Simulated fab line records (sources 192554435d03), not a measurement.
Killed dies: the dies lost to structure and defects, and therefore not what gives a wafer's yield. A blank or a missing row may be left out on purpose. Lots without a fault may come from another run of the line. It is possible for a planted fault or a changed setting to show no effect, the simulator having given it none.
8D (eight disciplines) problem report, filled in by code -- flow n5Finfet -- the parts of the form that need people (team, actions taken, sign-off) are left out

1. WHAT WENT WRONG
Wafers without a fault read 1499.9 rpm, standard deviation 1; spinSpeedRpm at N5_BEOL_M9_COAT_60 reads a mean of 1560.8 rpm on 6 wafers belonging to 2 lots. Relative to the usual mean, that is a shift of +61 standard deviations.
The step: time 60 s, resist thk 30 nm.
Earliest sighting: wafer L293.2 on lithoTrack-01 at day 12 22:55. The record holds 12 wafers of 4 lots with a number at this step. Rule for "out", or "out of limits": more than 4 standard deviations from the usual mean. The rest of the wafers with a number are treated as sound.

2. WHAT IT IS AND WHAT IT IS NOT
question,is,is not
which readings at this step,spinSpeedRpm,-
which lots,"L293, L296","L289, L301"
which wafers of those lots,all that have a number,-
read on which tools,lithoTrack-01,lithoTrack-02
when,from day 12 22:55,up to then (3 sound wafers); but 3 sound wafers of L301 came after

3. WHAT RULES OUT EACH SUSPECT
Counting: a tool stays on the suspect list if, at a process step up to the reading, it processed all lots that are out and no sound lot following the first of them.
- lithoTrack-01 at N5_BEOL_M9_COAT_60 (time 60 s, resist thk 30 nm): kept. All lots that are out passed through it, beginning with L293 at day 12 22:55, and no sound lot followed; its final sound lot before that point was L289 at day 11 20:28. Its own readings are out on those wafers: spinSpeedRpm.
After counting, what remains is lithoTrack-01 at N5_BEOL_M9_COAT_60.

4. THE CAUSE (what the simulator had put in)
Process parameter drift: lithoTrack-01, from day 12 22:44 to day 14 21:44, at N5_BEOL_M9_COAT_60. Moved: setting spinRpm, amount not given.
After counting, this tool was the only one left.

5. THE EFFECT CHAIN, in route order
Each row: a reading where the mean over the struck wafers with a number is more than 3 standard deviations away from the usual. Only readings for which the record gives a usual standard deviation are gone through. hours: the time from each lot's start at the first step in this table that gives one to its start at this step, as a median over the lots. sigmas: the change in usual standard deviations.
hours,step,reading,usual,on struck wafers,change,sigmas
0,N5_BEOL_M9_COAT_60,spinSpeedRpm,1499.9 rpm,1560.8,+60.9,+61
Its process steps:
- N5_BEOL_M9_COAT_60: time 60 s, resist thk 30 nm.

6. HOW IT WOULD HAVE BEEN CAUGHT EARLIER
0 hours passed between the start of the fault at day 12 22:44 and the first reading out of limits in this record, taken at day 12 22:55.
